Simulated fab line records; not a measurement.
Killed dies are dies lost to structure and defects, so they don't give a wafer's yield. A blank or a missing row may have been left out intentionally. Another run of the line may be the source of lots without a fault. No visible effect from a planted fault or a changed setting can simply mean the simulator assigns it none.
fab line records	flow n5Finfet	part 2 of 2: steps 4 to 6 of 6
record: lots: 24	wafers: 72	lastDay: 17
route steps=1938 shown SD_EPI_N@273 SDB@359 HKMG_FIN@431
lots that met no fault: taken from a fault-free run of the same line
startH: hours from the record's first day to the start of the lot's first wafer shown	waitH: hours from the lot's prior step to this one	" repeats the value in the row above	L1.1+2: one row covering several wafers at once	- either no value or no given start	* or withheld: withheld	< > ~ a bound
route shown NAME@n: NAME is a module with steps in the file, n the number in the route of the first one	usual: mean/standard deviation taken from wafers without a fault	same: alike in all rows	chamber/n: place in a boat	sites: readings site by site	_std_site: their standard deviation	_edge_site: inner sites' mean taken away from outer sites' mean	radiusMm: for every site, how far away it sits from the centre of the wafer	mask NAME#n: copy n	behind: the most recent tool/chamber to have shaped the wafer	hold: reason for holding the lot/hours on hold/outcome of the hold	device: which transistor (n, p or np) failed to switch	end of line: at the end of the route, the tests of the same wafers	a step given without rows: its recipe and nothing more	killed: count of dies lost to structure and defects at first sort (not the wafer's yield)	map: shows each die of a wafer: x if killed, . if not, _ if none is there
set.NAME: the setting the step ran with; set.NAME@STEP: the setting that earlier step ran with	model.NAME: the simulator's own value behind a step, which no gauge read
one table for each step of the route and one row for each wafer, over a sample of lots
services: a tool's chamber out of use, with start hour (startH, from the record's first day; less than 0 if before it), hours out, and reason
== steps ==
step: N5_SDB_DESCUM_16
recipe: chemistry: O2	timeS: 7.9	sourcePowerW: 50	biasPowerW: 20	pressureMtorr: 20	rfFrequencyHz: 2.712e+07	tempC: 40	resist: CAR-ArF	o2FlowSccm: 225
usual: chamberPressureMTorr: 19.999/0.018	drypumpMotorCurrentA: 5.5/0.45	oesProductAu: 0.81/0.11	rfVppV: 243.3/1.1	showerheadPlenumPTorr: 2.11/0.053	throttleValvePct: 20.54/0.25
lot.wafer	tool	chamber	startH	waitH	chamberPressureMTorr	drypumpMotorCurrentA	oesProductAu	rfHoursCounterH	rfVppV	showerheadPlenumPTorr	throttleValvePct
L074.1	rieDiel-05	0	69.66	0.2	20.019	5.9	0.99	4	243.4	2.04	20.30
L074.3	"	3	"	"	19.988	6.1	0.74	156	242.5	2.10	20.65
L074.5	"	1	"	"	20.021	5.1	0.67	-	244.9	2.14	20.61
L075.2	rieDiel-05	3	72.06	0.2	20.032	6.1	0.74	157	242.1	2.10	20.62
L075.5	"	0	"	"	19.956	5.9	0.98	-	242.2	2.04	20.28
L075.6	"	3	"	"	19.984	6.1	0.74	-	242.4	2.10	20.63
L076.3	rieDiel-06	3	76.89	0.0	20.015	4.8	0.71	169	243.5	2.19	20.74
L076.4	"	2	"	"	19.982	4.7	0.70	215	243.5	2.09	20.86
L076.6	"	2	"	"	20.003	4.7	0.69	-	242.1	2.09	20.86
L077.2	rieDiel-06	2	84.79	0.1	19.957	4.7	0.69	219	243.8	2.09	20.86
L077.4	"	1	"	"	20.004	5.9	0.70	196	242.3	2.07	20.71
L077.6	"	0	"	"	20.000	5.2	0.96	-	244.6	2.14	20.00
L078.4	rieDiel-03	2	90.65	0.0	20.007	5.8	0.99	-	244.1	2.17	20.34
L078.5	"	1	"	"	20.030	5.9	0.68	-	242.0	2.07	20.83
L078.6	"	3	"	"	19.994	5.5	0.73	-	244.5	2.17	20.72
L079.1	rieDiel-03	3	96.05	0.0	19.965	5.5	0.73	205	243.9	2.17	20.73
L079.3	"	1	"	"	20.004	5.9	0.68	241	243.1	2.07	20.81
L079.5	"	2	"	"	19.967	5.8	0.98	-	244.1	2.17	20.36
L080.2	rieDiel-03	2	101.66	0.3	20.015	5.8	0.97	3	244.3	2.17	20.35
L080.3	"	3	"	"	20.016	5.5	0.72	207	244.0	2.17	20.73
L080.6	"	2	"	"	20.011	5.8	0.97	-	243.9	2.17	20.36
L081.1	rieDiel-03	1	107.76	0.0	19.974	5.9	0.68	247	242.9	2.07	20.83
L081.4	"	1	"	"	20.007	5.9	0.68	-	242.8	2.07	20.84
L081.5	"	2	"	"	20.013	5.8	0.95	-	242.1	2.16	20.35
L082.2	rieDiel-03	1	119.74	0.2	20.023	5.9	0.68	248	244.0	2.06	20.82
L082.4	"	3	"	"	19.994	5.5	0.73	-	244.1	2.17	20.75
L082.5	"	1	"	"	20.028	5.9	0.68	-	242.8	2.06	20.83
L083.1	rieDiel-05	2	126.35	0.5	19.997	4.8	0.75	146	241.6	2.03	20.63
L083.3	"	3	"	"	20.030	6.1	0.72	179	242.6	2.10	20.67
L083.4	"	1	"	"	19.986	5.1	0.90	14	244.1	2.14	20.26
L084.1	rieDiel-06	1	131.06	0.0	19.973	5.9	0.69	212	242.4	2.07	20.75
L084.2	"	0	"	"	19.995	5.2	0.92	15	243.3	2.13	20.02
L084.4	"	2	"	"	19.989	4.7	0.69	236	241.8	2.08	20.88
L085.2	rieDiel-05	3	136.50	0.0	20.001	6.1	0.72	183	242.8	2.10	20.67
L085.3	"	2	"	"	20.017	4.8	0.76	150	242.9	2.03	20.65
L085.6	"	0	"	"	20.004	5.9	0.91	-	243.1	2.03	20.33
L086.2	rieDiel-06	1	146.36	0.2	20.023	5.9	0.68	217	241.9	2.06	20.75
L086.4	"	2	"	"	20.014	4.7	0.68	241	241.8	2.08	20.91
L086.5	"	2	"	"	19.976	4.7	0.69	-	243.7	2.08	20.89
L087.1	rieDiel-06	2	150.31	0.1	20.005	4.7	0.68	243	242.2	2.08	20.89
L087.5	"	0	"	"	19.994	5.2	0.90	-	243.7	2.13	20.03
L087.6	"	3	"	"	19.984	4.8	0.70	-	244.9	2.18	20.79
L088.4	rieDiel-05	3	153.96	0.0	19.978	6.1	0.70	191	242.5	2.09	20.70
L088.5	"	0	"	"	19.983	5.9	0.89	-	243.2	2.03	20.33
L088.6	"	1	"	"	19.992	5.0	0.86	-	243.8	2.13	20.28
L089.2	rieDiel-05	3	157.77	0.0	20.009	6.1	0.70	192	244.2	2.09	20.69
L089.5	"	1	"	"	19.996	5.1	0.87	-	243.0	2.13	20.28
L089.6	"	0	"	"	19.959	5.9	0.89	-	241.8	2.03	20.33
L090.2	rieDiel-03	2	165.26	0.1	20.020	5.8	0.91	35	243.2	2.15	20.39
L090.3	"	3	"	"	20.030	5.5	0.70	238	244.2	2.16	20.76
L090.5	"	1	"	"	20.020	5.9	0.95	-	243.3	2.06	20.38
L091.2	rieDiel-03	1	169.03	0.0	19.982	5.9	0.95	9	241.6	2.06	20.37
L091.5	"	1	"	"	19.965	5.9	0.94	-	243.3	2.06	20.37
L091.6	"	2	"	"	19.978	5.8	0.90	-	244.1	2.15	20.39
L092.2	rieDiel-03	1	174.24	0.0	20.001	5.9	0.94	11	241.8	2.06	20.37
L092.4	"	3	"	"	19.993	5.5	0.70	-	245.2	2.16	20.78
L092.5	"	1	"	"	20.000	5.8	0.94	-	242.9	2.06	20.39
L093.2	rieDiel-06	0	180.59	0.3	20.040	5.2	0.88	37	243.6	2.12	20.08
L093.3	"	1	"	"	20.023	5.9	0.67	234	241.9	2.06	20.76
L093.6	"	3	"	"	19.996	4.8	0.69	-	246.0	2.18	20.82
L094.2	rieDiel-03	0	186.40	0.0	19.997	6.3	0.99	4	241.9	2.05	20.41
L094.3	"	3	"	"	20.000	5.5	0.70	244	244.1	2.16	20.79
L094.5	"	0	"	"	20.025	6.3	0.99	-	242.6	2.05	20.40
L095.2	rieDiel-06	1	194.25	0.1	20.023	5.9	0.67	239	242.2	2.06	20.78
L095.4	"	2	"	"	19.990	4.7	0.98	1	244.2	2.08	20.53
L095.5	"	1	"	"	20.019	5.9	0.67	-	242.6	2.06	20.77
L096.1	rieDiel-05	1	198.11	0.2	19.966	5.1	0.84	40	245.6	2.13	20.30
L096.4	"	2	"	"	19.987	4.8	0.72	173	241.5	2.02	20.69
L096.6	"	0	"	"	19.964	5.9	0.87	-	242.5	2.02	20.37
L097.3	rieDiel-03	1	204.69	0.1	20.024	5.9	0.90	22	242.2	2.05	20.39
L097.4	"	0	"	"	20.009	6.3	0.96	10	242.5	2.05	20.43
L097.6	"	3	"	"	19.983	5.5	0.70	-	243.6	2.15	20.79
step: N5_SDB_THK_MEAS_31
recipe: reads: a-Si_of_DUMMY_GATE_CVD_03
usual: SDB_THK: 64.6/1.5
lot.wafer	tool	chamber	startH	waitH	SDB_THK[nm]
L074.1	filmMetro-02	-	73.85	-	64.1
L074.3	"	-	"	"	65.7
L074.5	"	-	"	"	62.4
L075.2	filmMetro-01	-	75.99	-	63.8
L075.5	"	-	"	"	64.9
L075.6	"	-	"	"	63.1
L076.3	filmMetro-02	-	80.73	-	68.3
L076.4	"	-	"	"	63.7
L076.6	"	-	"	"	66.7
L077.2	filmMetro-02	-	88.81	-	64.8
L077.4	"	-	"	"	65.0
L077.6	"	-	"	"	64.8
L078.4	filmMetro-02	-	94.49	-	64.2
L078.5	"	-	"	"	64.3
L078.6	"	-	"	"	67.5
L079.1	filmMetro-02	-	100.59	-	64.5
L079.3	"	-	"	"	61.6
L079.5	"	-	"	"	65.1
L080.2	filmMetro-02	-	106.94	-	64.6
L080.3	"	-	"	"	62.3
L080.6	"	-	"	"	65.9
L081.1	filmMetro-01	-	113.02	-	62.9
L081.4	"	-	"	"	64.3
L081.5	"	-	"	"	66.0
L082.2	filmMetro-01	-	124.27	-	65.5
L082.4	"	-	"	"	65.6
L082.5	"	-	"	"	63.7
L083.1	filmMetro-02	-	130.46	-	65.9
L083.3	"	-	"	"	65.9
L083.4	"	-	"	"	66.1
L084.1	filmMetro-02	-	134.88	-	66.1
L084.2	"	-	"	"	61.6
L084.4	"	-	"	"	65.1
L085.2	filmMetro-01	-	140.37	-	64.1
L085.3	"	-	"	"	66.3
L085.6	"	-	"	"	65.0
L086.2	filmMetro-01	-	150.19	-	66.5
L086.4	"	-	"	"	65.7
L086.5	"	-	"	"	65.3
L087.1	filmMetro-01	-	154.49	-	64.5
L087.5	"	-	"	"	65.4
L087.6	"	-	"	"	67.8
L088.4	filmMetro-01	-	157.79	-	65.3
L088.5	"	-	"	"	65.8
L088.6	"	-	"	"	62.7
L089.2	filmMetro-01	-	161.64	-	63.6
L089.5	"	-	"	"	63.4
L089.6	"	-	"	"	65.5
L090.2	filmMetro-02	-	169.44	-	63.7
L090.3	"	-	"	"	65.6
L090.5	"	-	"	"	64.8
L091.2	filmMetro-01	-	173.51	-	65.7
L091.5	"	-	"	"	65.8
L091.6	"	-	"	"	63.9
L092.2	filmMetro-02	-	178.07	-	62.6
L092.4	"	-	"	"	61.4
L092.5	"	-	"	"	66.0
L093.2	filmMetro-02	-	185.48	-	64.0
L093.3	"	-	"	"	62.7
L093.6	"	-	"	"	62.5
L094.2	filmMetro-01	-	190.24	-	65.4
L094.3	"	-	"	"	65.7
L094.5	"	-	"	"	64.3
L095.2	filmMetro-02	-	198.10	-	63.6
L095.4	"	-	"	"	63.7
L095.5	"	-	"	"	63.2
L096.1	filmMetro-01	-	201.97	-	64.5
L096.4	"	-	"	"	64.9
L096.6	"	-	"	"	65.3
L097.3	filmMetro-01	-	208.52	-	66.1
L097.4	"	-	"	"	62.3
L097.6	"	-	"	"	65.7
step: N5_HKMG_FIN_OVL_MEAS_13
recipe: pointsPerWafer: 44
usual: NWFM_OVL: 0.0/0.69
lot.wafer	tool	chamber	startH	waitH	NWFM_OVL[nm]
L074.1	overlay-02	0	78.94	0.0	0.4
L074.3	"	0	"	"	0.7
L074.5	"	0	"	"	-0.9
L075.2	overlay-02	0	81.86	0.0	0.1
L075.5	"	0	"	"	-1.3
L075.6	"	0	"	"	0.1
L076.3	overlay-02	0	86.25	0.0	-0.2
L076.4	"	0	"	"	0.7
L076.6	"	0	"	"	1.1
L077.2	overlay-02	0	93.85	0.0	-1.0
L077.4	"	0	"	"	-1.2
L077.6	"	0	"	"	-0.8
L078.4	overlay-02	0	99.80	0.0	-0.4
L078.5	"	0	"	"	0.4
L078.6	"	0	"	"	-1.6
L079.1	overlay-02	0	105.56	0.0	0.1
L079.3	"	0	"	"	-0.3
L079.5	"	0	"	"	1.0
L080.2	overlay-02	0	112.39	0.0	-0.6
L080.3	"	0	"	"	0.3
L080.6	"	0	"	"	0.5
L081.1	overlay-02	0	118.13	0.0	0.3
L081.4	"	0	"	"	1.1
L081.5	"	0	"	"	0.3
L082.2	overlay-02	0	129.95	0.0	0.3
L082.4	"	0	"	"	-0.1
L082.5	"	0	"	"	0.1
L083.1	overlay-02	0	135.68	0.0	0.5
L083.3	"	0	"	"	1.2
L083.4	"	0	"	"	1.2
L084.1	overlay-02	0	140.18	0.0	-0.6
L084.2	"	0	"	"	-0.2
L084.4	"	0	"	"	-0.7
L085.2	overlay-02	0	145.26	0.0	-0.8
L085.3	"	0	"	"	-0.4
L085.6	"	0	"	"	-0.6
L086.2	overlay-01	0	154.95	0.0	-0.4
L086.4	"	0	"	"	0.8
L086.5	"	0	"	"	0.0
L087.1	overlay-02	0	159.43	0.0	0.4
L087.5	"	0	"	"	-0.4
L087.6	"	0	"	"	0.1
L088.4	overlay-01	0	162.87	0.0	-0.9
L088.5	"	0	"	"	-0.8
L088.6	"	0	"	"	-0.5
L089.2	overlay-01	0	166.65	0.0	-0.9
L089.5	"	0	"	"	1.2
L089.6	"	0	"	"	-0.4
L090.2	overlay-01	0	174.61	0.0	0.0
L090.3	"	0	"	"	-0.8
L090.5	"	0	"	"	-0.2
L091.2	overlay-02	0	178.74	0.0	-0.2
L091.5	"	0	"	"	1.0
L091.6	"	0	"	"	0.1
L092.2	overlay-01	0	183.10	0.0	1.1
L092.4	"	0	"	"	0.2
L092.5	"	0	"	"	0.0
L093.2	overlay-01	0	190.42	0.0	-0.7
L093.3	"	0	"	"	-1.4
L093.6	"	0	"	"	-0.2
L094.2	overlay-01	0	195.11	0.0	0.3
L094.3	"	0	"	"	1.2
L094.5	"	0	"	"	0.6
L095.2	overlay-01	0	203.22	0.0	-0.6
L095.4	"	0	"	"	0.5
L095.5	"	0	"	"	0.2
L096.1	overlay-01	0	207.11	0.0	-0.8
L096.4	"	0	"	"	-1.0
L096.6	"	0	"	"	-0.7
L097.3	overlay-02	0	213.48	0.0	0.5
L097.4	"	0	"	"	-0.1
L097.6	"	0	"	"	-0.8
== services ==
tool	chamber	startH	hours	kind
rieDiel-05	0	42.73	-	clean
rieDiel-05	0	42.73	-	consumableReplace:focusRing
rieDiel-05	0	42.73	14.6	scheduledDown
rieDiel-05	0	42.73	14.6	ventCycle
rieDiel-06	0	51.89	-	clean
rieDiel-06	0	51.89	-	consumableReplace:focusRing
rieDiel-06	0	51.89	19.3	scheduledDown
rieDiel-06	0	51.89	19.3	ventCycle
rieDiel-03	2	58.66	-	clean
rieDiel-03	2	58.66	-	consumableReplace:focusRing
rieDiel-03	2	58.66	30.3	scheduledDown
rieDiel-05	1	69.95	-	clean
rieDiel-05	1	69.95	-	consumableReplace:focusRing
rieDiel-03	0	77.63	53.1	repair
rieDiel-03	2	97.15	3.3	repair
rieDiel-06	0	100.78	9.1	repair
rieDiel-06	-	119.48	4.4	repair
rieDiel-06	0	124.63	1.7	repair
rieDiel-03	-	158.24	0.4	repair
rieDiel-06	2	168.19	-	clean
rieDiel-06	2	168.19	-	consumableReplace:focusRing
rieDiel-06	2	168.19	20.0	scheduledDown
rieDiel-06	2	168.19	20.0	ventCycle
rieDiel-03	3	168.79	4.2	repair
